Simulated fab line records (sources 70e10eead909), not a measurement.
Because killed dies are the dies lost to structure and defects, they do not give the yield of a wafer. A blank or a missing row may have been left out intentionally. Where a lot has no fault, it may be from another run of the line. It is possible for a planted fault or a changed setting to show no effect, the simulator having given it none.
fab line records | flow nand-harc
record lots=13 | wafers=38 | last-day=33
route steps=1302 shown A_WL_FILL@965 A_CONTACT@983
lots that met no fault: taken from a fault-free run of the same line
start-h: start of the lot's first displayed wafer, in hours after the record's first day | wait-h: hours elapsed since this lot's preceding step | " as in the row above | L1.1+2: several wafers, shown together as one row | - either no value or no given start | * or withheld: withheld | < > ~ a bound
route shown NAME@n: a module of which the file shows steps, and the number in the route of the first | usual: mean/standard deviation taken from wafers without a fault | same: alike in all rows | chamber/n: place in a boat | sites: the reading at each site | _std_site: standard deviation of those values | _edge_site: mean of outer sites minus mean of inner sites | radius-mm: for every site, how far away it sits from the centre of the wafer | mask NAME#n: copy n | behind: tool/chamber where the wafer was last shaped | hold: the reason the lot was held/the length of the hold in hours/how it ended | device: the n, p or np transistor that did not switch | end of line: at the end of the route, the tests of the same wafers | a step without rows: its recipe alone | killed: at the first sort, the dies lost to defects and structure; wafer yield is something else | map: per-die view of a wafer (x killed, . not killed, _ where there is no die)
set.NAME: setting as actually run; set.NAME@STEP: the setting as run at that earlier step | model.NAME: the simulator's own value behind a step, which no gauge read
route steps across a sampled set of lots; one table per step, one row per wafer
services: when a tool's chamber went out of use (start-h, in hours from the record's first day, below 0 if earlier), for how many hours, and the reason
## steps
# step NHARC_A_WL_FILL_ALD_10
# recipe target-thk-a=500 | pulse-time-s=10 | ald-cycles=500 | temp-c=300 | material=SiO2
# usual heater-power-outer-w=270/32 | heater-power-w=470/42 | precursor-pulse-height-rel=1.001/0.022
lot.wafer | tool      | chamber | start-h | wait-h | heater-power-outer-w | heater-power-w | precursor-pulse-height-rel
L978.1    | ald-hk-03 | 1       | 484.85  | 1.1    | 254                  | 449            | 0.978
L978.4    | "         | 2       | "       | "      | 297                  | 495            | 1.012
L978.5    | "         | 3       | "       | "      | 246                  | 474            | 1.008
L980.4    | ald-hk-02 | 1       | 494.82  | 0.0    | 253                  | 438            | 1.018
L980.6    | "         | 1       | 496.88  | 2.1    | 256                  | 434            | 0.992
L980.5    | "         | 2       | "       | "      | 299                  | 510            | 1.024
L981.1    | ald-hk-04 | 0       | 502.34  | 0.6    | 264                  | 451            | 0.973
L981.3    | "         | 2       | 503.36  | 1.6    | 307                  | 517            | 1.011
L981.6    | "         | 0       | 504.39  | 2.6    | 265                  | 450            | 1.007
L982.3    | ald-hk-04 | 2       | 507.90  | 0.1    | 306                  | 525            | 1.001
L982.6    | "         | 2       | 509.93  | 2.1    | 306                  | 519            | 1.041
L982.5    | "         | 3       | "       | "      | 238                  | 456            | 0.997
L983.2    | ald-hk-02 | 1       | 520.47  | 0.6    | 250                  | 439            | 1.062
L983.1    | "         | 2       | "       | "      | 297                  | 518            | 0.994
L983.3    | "         | 3       | "       | "      | 223                  | 397            | 0.991
L984.2    | ald-hk-02 | 2       | 539.67  | 0.1    | 284                  | 493            | 0.988
L984.4    | "         | 3       | "       | "      | 221                  | 397            | 1.009
L984.5    | "         | 2       | 541.73  | 2.1    | 290                  | 504            | 0.997
L985.2    | ald-hk-02 | 2       | 565.63  | 1.6    | 280                  | 506            | 1.007
L985.6    | "         | 3       | "       | "      | 222                  | 403            | 0.998
L985.5    | "         | 0       | "       | "      | 322                  | 524            | 1.012
L986.1    | ald-hk-02 | 0       | 569.77  | 0.1    | 328                  | 536            | 0.974
L986.2    | "         | 1       | "       | "      | 245                  | 428            | 1.012
L986.5    | "         | 1       | 572.36  | 2.6    | 248                  | 435            | 0.973
L988.1    | ald-hk-04 | 1       | 577.12  | 0.4    | 313                  | 512            | 0.994
L988.3    | "         | 2       | "       | "      | 302                  | 522            | 1.000
L988.2    | "         | 0       | 578.65  | 1.9    | 262                  | 465            | 1.002
L993.4    | ald-hk-02 | 3       | 644.59  | 2.1    | 217                  | 397            | 1.010
L993.5    | "         | 0       | "       | "      | 330                  | 554            | 0.995
L993.6    | "         | 1       | "       | "      | 247                  | 424            | 1.026
L996.4    | ald-hk-02 | 1       | 660.86  | 0.2    | 254                  | 425            | 0.952
L996.6    | "         | 1       | 662.94  | 2.3    | 245                  | 431            | 1.014
L999.4    | ald-hk-03 | 2       | 682.78  | 0.0    | 296                  | 483            | 1.010
L999.1    | "         | 0       | 683.80  | 1.1    | 260                  | 449            | 0.999
L999.3    | "         | 1       | "       | "      | 238                  | 425            | 1.036
L100.2    | ald-hk-04 | 2       | 704.44  | 0.1    | 309                  | 521            | 1.003
L100.4    | "         | 1       | 705.97  | 1.6    | 289                  | 491            | 1.024
L100.6    | "         | 2       | "       | "      | 298                  | 507            | 0.991
# step NHARC_A_WL_FILL_CMP_12
# recipe t-overpolish-s=30 | target-thk-nm=100
# usual motor-current-A=12.6/1.8 | overpolish-run-s=29.999/0.0088 | retaining-ring-pressure-frac=1.000/0.0046 | time-to-endpoint-s=20.5/2.8
lot.wafer | tool   | chamber | start-h | wait-h | motor-current-A | overpolish-run-s | retaining-ring-pressure-frac | time-to-endpoint-s
L978.1    | cmp-01 | 1       | 494.60  | 0.2    | 11.3            | 30.004           | 0.999                        | 20.8
L978.4    | "      | 0       | "       | "      | 12.1            | 30.012           | 0.997                        | 22.7
L978.5    | "      | 1       | "       | "      | 11.0            | 29.998           | 0.995                        | 18.8
L980.4    | cmp-02 | 0       | 505.55  | 0.2    | 15.3            | 30.002           | 1.002                        | 23.7
L980.6    | "      | 1       | "       | "      | 14.7            | 30.001           | 1.002                        | 19.0
L980.5    | "      | 2       | "       | "      | 15.7            | 29.996           | 0.997                        | 17.6
L981.1    | cmp-02 | 0       | 512.59  | 0.1    | 15.2            | 30.000           | 1.005                        | 24.3
L981.3    | "      | 2       | "       | "      | 16.1            | 29.993           | 1.006                        | 21.8
L981.6    | "      | 0       | "       | "      | 15.2            | 30.002           | 1.001                        | 25.6
L982.3    | cmp-02 | 1       | 518.58  | 0.1    | 13.6            | 30.007           | 0.992                        | 19.2
L982.5    | "      | 1       | "       | "      | 14.4            | 29.990           | 1.000                        | 15.6
L982.6    | "      | 2       | "       | "      | 14.8            | 29.999           | 1.000                        | 17.4
L983.1    | cmp-01 | 3       | 530.71  | 0.2    | 12.8            | 29.989           | 0.997                        | 25.0
L983.2    | "      | 0       | "       | "      | 12.7            | 29.996           | 0.994                        | 26.1
L983.3    | "      | 1       | "       | "      | 11.5            | 30.008           | 0.997                        | 19.9
L984.4    | cmp-01 | 3       | 550.43  | 0.1    | 13.1            | 30.010           | 0.999                        | 24.4
L984.2    | "      | 0       | "       | "      | 12.0            | 30.014           | 0.997                        | 24.8
L984.5    | "      | 2       | "       | "      | 11.2            | 29.988           | 0.998                        | 22.9
L985.2    | cmp-02 | 2       | 574.85  | 0.2    | 16.0            | 30.005           | 1.004                        | 17.9
L985.5    | "      | 3       | "       | "      | 10.3            | 30.021           | 1.000                        | 17.4
L985.6    | "      | 0       | "       | "      | 15.3            | 29.996           | 0.997                        | 23.9
L986.1    | cmp-03 | 0       | 580.53  | 0.2    | 11.2            | 29.996           | 0.995                        | 20.3
L986.2    | "      | 1       | "       | "      | 12.5            | 30.013           | 1.000                        | 17.2
L986.5    | "      | 3       | "       | "      | 12.0            | 29.997           | 1.005                        | 20.3
L988.2    | cmp-03 | 0       | 588.23  | 0.2    | 11.0            | 30.003           | 1.006                        | 22.2
L988.3    | "      | 1       | "       | "      | 11.8            | 29.988           | 0.997                        | 15.2
L988.1    | "      | 2       | "       | "      | 11.2            | 29.994           | 1.005                        | 25.4
L993.4    | cmp-02 | 3       | 653.46  | 0.2    | 10.2            | 30.001           | 0.998                        | 17.3
L993.6    | "      | 1       | "       | "      | 14.6            | 29.995           | 0.995                        | 9.5
L993.5    | "      | 2       | "       | "      | 14.8            | 30.006           | 1.006                        | 14.1
L996.4    | cmp-02 | 3       | 671.52  | 0.2    | 9.6             | 29.999           | 0.996                        | 19.3
L996.6    | "      | 2       | "       | "      | 16.3            | 29.991           | 0.999                        | 18.8
L999.4    | cmp-01 | 3       | 693.88  | 0.1    | 12.3            | 30.001           | 0.991                        | 23.9
L999.1    | "      | 0       | "       | "      | 11.6            | 29.999           | 0.998                        | 22.5
L999.3    | "      | 2       | "       | "      | 11.1            | 30.000           | 0.995                        | 21.5
L100.2    | cmp-03 | 3       | 715.03  | 0.1    | 11.6            | 29.995           | 0.998                        | 20.4
L100.4    | "      | 1       | "       | "      | 12.4            | 29.998           | 1.000                        | 19.0
L100.6    | "      | 0       | "       | "      | 11.3            | 29.994           | 1.006                        | 23.8
# step NHARC_A_CONTACT_DEP_24
# recipe target-thk-a=5000 | temp-c=400 | pressure-torr=6.5 | rf-w=900 | teos-flow-sccm=161.4 | flow-sccm=2650 | target-thk-nm=500 | gas=O2 | material=SiO2
# usual chamber-pressure-Torr=6.499/0.014 | heater-power-outer-w=305/65 | heater-power-w=533/82 | throttle-valve-pct=16.0/0.47
lot.wafer | tool     | chamber | start-h | wait-h | chamber-pressure-Torr | heater-power-outer-w | heater-power-w | throttle-valve-pct
L978.1    | pecvd-04 | 0       | 495.23  | 0.1    | 6.505                 | 335                  | 606            | 15.9
L978.4    | "        | 2       | "       | "      | 6.504                 | 366                  | 629            | 16.4
L978.5    | "        | 0       | "       | "      | 6.498                 | 347                  | 646            | 15.6
L980.6    | pecvd-03 | 1       | 506.19  | 0.2    | 6.498                 | 253                  | 479            | 16.8
L980.5    | "        | 2       | "       | "      | 6.512                 | 409                  | 629            | 15.9
L980.4    | "        | 0       | "       | "      | 6.519                 | 217                  | 404            | 15.9
L981.3    | pecvd-03 | 1       | 513.20  | 0.1    | 6.500                 | 211                  | 452            | 16.8
L981.1    | "        | 2       | "       | "      | 6.483                 | 409                  | 651            | 16.1
L981.6    | "        | 2       | "       | "      | 6.481                 | 433                  | 650            | 16.2
L982.3    | pecvd-03 | 2       | 519.26  | 0.2    | 6.499                 | 356                  | 555            | 15.9
L982.6    | "        | 0       | "       | "      | 6.483                 | 317                  | 550            | 15.6
L982.5    | "        | 2       | "       | "      | 6.494                 | 375                  | 604            | 15.8
L983.1    | pecvd-04 | 2       | 531.24  | 0.1    | 6.504                 | 326                  | 575            | 16.5
L983.3    | "        | 0       | "       | "      | 6.496                 | 296                  | 587            | 15.6
L983.2    | "        | 1       | "       | "      | 6.460                 | 282                  | 481            | 15.4
L984.2    | pecvd-04 | 1       | 551.06  | 0.2    | 6.488                 | 289                  | 481            | 15.6
L984.4    | "        | 0       | "       | "      | 6.494                 | 303                  | 601            | 15.6
L984.5    | "        | 1       | "       | "      | 6.477                 | 298                  | 514            | 15.7
L985.2    | pecvd-04 | 2       | 575.45  | 0.2    | 6.507                 | 340                  | 578            | 16.3
L985.5    | "        | 0       | "       | "      | 6.472                 | 240                  | 514            | 16.0
L985.6    | "        | 1       | "       | "      | 6.518                 | 281                  | 486            | 15.5
L986.2    | pecvd-04 | 2       | 581.08  | 0.1    | 6.497                 | 342                  | 590            | 16.6
L986.1    | "        | 0       | "       | "      | 6.495                 | 255                  | 541            | 15.8
L986.5    | "        | 1       | "       | "      | 6.509                 | 273                  | 471            | 15.6
L988.3    | pecvd-02 | 1       | 588.76  | 0.1    | 6.500                 | 285                  | 472            | 15.3
L988.1    | "        | 2       | "       | "      | 6.501                 | 342                  | 576            | 16.3
L988.2    | "        | 0       | "       | "      | 6.496                 | 321                  | 555            | 16.3
L993.4    | pecvd-02 | 1       | 654.15  | 0.2    | 6.496                 | 291                  | 477            | 16.0
L993.5    | "        | 2       | "       | "      | 6.506                 | 274                  | 514            | 15.9
L993.6    | "        | 0       | "       | "      | 6.514                 | 384                  | 635            | 16.2
L996.4    | pecvd-02 | 1       | 672.19  | 0.3    | 6.545                 | 261                  | 444            | 15.9
L996.6    | "        | 2       | "       | "      | 6.511                 | 234                  | 450            | 16.4
L999.1    | pecvd-03 | 2       | 694.40  | 0.1    | 6.517                 | 385                  | 588            | 16.0
L999.3    | "        | 0       | "       | "      | 6.506                 | 268                  | 471            | 15.4
L999.4    | "        | 2       | "       | "      | 6.502                 | 418                  | 623            | 16.0
L100.2    | pecvd-04 | 0       | 715.58  | 0.1    | 6.484                 | 349                  | 625            | 15.5
L100.4    | "        | 0       | "       | "      | 6.502                 | 345                  | 656            | 15.0
L100.6    | "        | 1       | "       | "      | 6.503                 | 244                  | 445            | 15.5
# step NHARC_A_CONTACT_DEP_28
# recipe target-thk-a=70000 | temp-c=400 | material=aC
# usual throttle-valve-pct=35.001/0.0092
lot.wafer | tool       | chamber | start-h | wait-h | throttle-valve-pct
L978.1    | acl-dep-03 | 0       | 496.66  | 0.9    | 34.997
L978.4    | "          | 0       | 498.81  | 3.1    | 34.998
L978.5    | "          | 0       | "       | "      | 35.001
L980.4    | acl-dep-01 | 0       | 508.68  | 2.1    | 35.006
L980.5    | "          | 0       | "       | "      | 35.004
L980.6    | "          | 0       | "       | "      | 34.992
L981.1    | acl-dep-02 | 0       | 515.52  | 1.8    | 35.011
L981.3    | "          | 0       | 516.95  | 3.3    | 35.010
L981.6    | "          | 0       | 519.10  | 5.4    | 34.996
L982.3    | acl-dep-01 | 0       | 521.29  | 1.6    | 35.003
L982.5    | "          | 0       | 522.69  | 3.0    | 35.000
L982.6    | "          | 0       | "       | "      | 34.989
L983.1    | acl-dep-02 | 0       | 531.84  | 0.1    | 34.994
L983.2    | "          | 0       | "       | "      | 35.006
L983.3    | "          | 0       | "       | "      | 35.014
L984.2    | acl-dep-03 | 0       | 553.61  | 2.1    | 35.008
L984.4    | "          | 0       | 555.02  | 3.5    | 35.014
L984.5    | "          | 0       | "       | "      | 34.996
L985.2    | acl-dep-03 | 0       | 576.79  | 0.9    | 34.999
L985.5    | "          | 0       | 578.90  | 3.0    | 34.989
L985.6    | "          | 0       | "       | "      | 35.005
L986.1    | acl-dep-02 | 0       | 581.81  | 0.2    | 35.017
L986.2    | "          | 0       | "       | "      | 34.988
L986.5    | "          | 0       | 584.61  | 3.0    | 35.009
L988.1    | acl-dep-01 | 0       | 590.85  | 1.5    | 35.014
L988.2    | "          | 0       | "       | "      | 35.001
L988.3    | "          | 0       | "       | "      | 35.006
L993.4    | acl-dep-03 | 0       | 656.68  | 2.2    | 34.991
L993.5    | "          | 0       | "       | "      | 34.992
L993.6    | "          | 0       | "       | "      | 34.997
L996.4    | acl-dep-02 | 0       | 675.34  | 2.8    | 34.996
L996.6    | "          | 0       | 676.75  | 4.2    | 35.012
L999.1    | acl-dep-01 | 0       | 697.37  | 2.4    | 35.001
L999.3    | "          | 0       | 698.80  | 3.8    | 35.000
L999.4    | "          | 0       | "       | "      | 35.009
L100.2    | acl-dep-03 | 0       | 718.79  | 2.7    | 35.001
L100.4    | "          | 0       | 720.22  | 4.1    | 35.013
L100.6    | "          | 0       | 721.65  | 5.5    | 34.998
## services
tool       | chamber | start-h | hours | kind
pecvd-04   | -       | 469.02  | 0.7   | repair
cmp-02     | -       | 472.02  | 1.5   | repair
acl-dep-03 | -       | 479.89  | 13.0  | pm
cmp-01     | -       | 486.08  | 4.0   | pm
cmp-02     | -       | 502.89  | 2.1   | repair
cmp-01     | -       | 509.07  | 1.6   | repair
cmp-02     | -       | 527.15  | 4.0   | pm
ald-hk-02  | -       | 528.84  | 10.0  | pm
cmp-01     | -       | 535.73  | 5.2   | repair
pecvd-03   | 2       | 542.28  | 12.3  | repair
pecvd-03   | -       | 547.17  | 13.0  | pm
acl-dep-01 | -       | 555.50  | 13.0  | pm
cmp-01     | -       | 584.08  | 4.0   | pm
ald-hk-04  | -       | 617.43  | 10.0  | pm
pecvd-04   | -       | 618.02  | 0.6   | repair
cmp-02     | -       | 625.18  | 4.0   | pm
pecvd-04   | -       | 631.17  | 13.0  | pm
cmp-02     | -       | 656.88  | 0.3   | repair
pecvd-04   | -       | 659.01  | 44.4  | repair
pecvd-03   | -       | 659.68  | 0.3   | repair
acl-dep-03 | -       | 662.51  | 13.0  | pm
ald-hk-04  | -       | 669.50  | 2.7   | repair
acl-dep-03 | -       | 696.24  | 3.1   | repair
ald-hk-02  | -       | 707.54  | 10.0  | pm
## key
first-sign step=NHARC_A_WL_FILL_CMP_12 | reading=time-to-endpoint-s | direction=down | sigmas=4 | usual=* | struck=*
effect none on later readings
met-at NHARC_A_WL_FILL_CMP_12
struck-lots L993
struck-wafers L993.6
tester-left-out L993
not-acting-at NHARC_A_WL_FILL_ALD_10,NHARC_A_CONTACT_DEP_24,NHARC_A_CONTACT_DEP_28
onset-between 518.58 653.46
fault kind=process-parameter-drift | tool=cmp-02 | chamber=1 | onset-h=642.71 | steps=NHARC_A_WL_FILL_CMP_12 | channel=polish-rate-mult | offset=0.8 | shape=step | end-h=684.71
# tester-left-out: of these lots the tester's yield and bins aren't shown, on N5 and GAA mostly nor the transistor test; their killed dies are dies lost to structure and defects alone, not to doping, threshold or leakage, so they don't give the yield
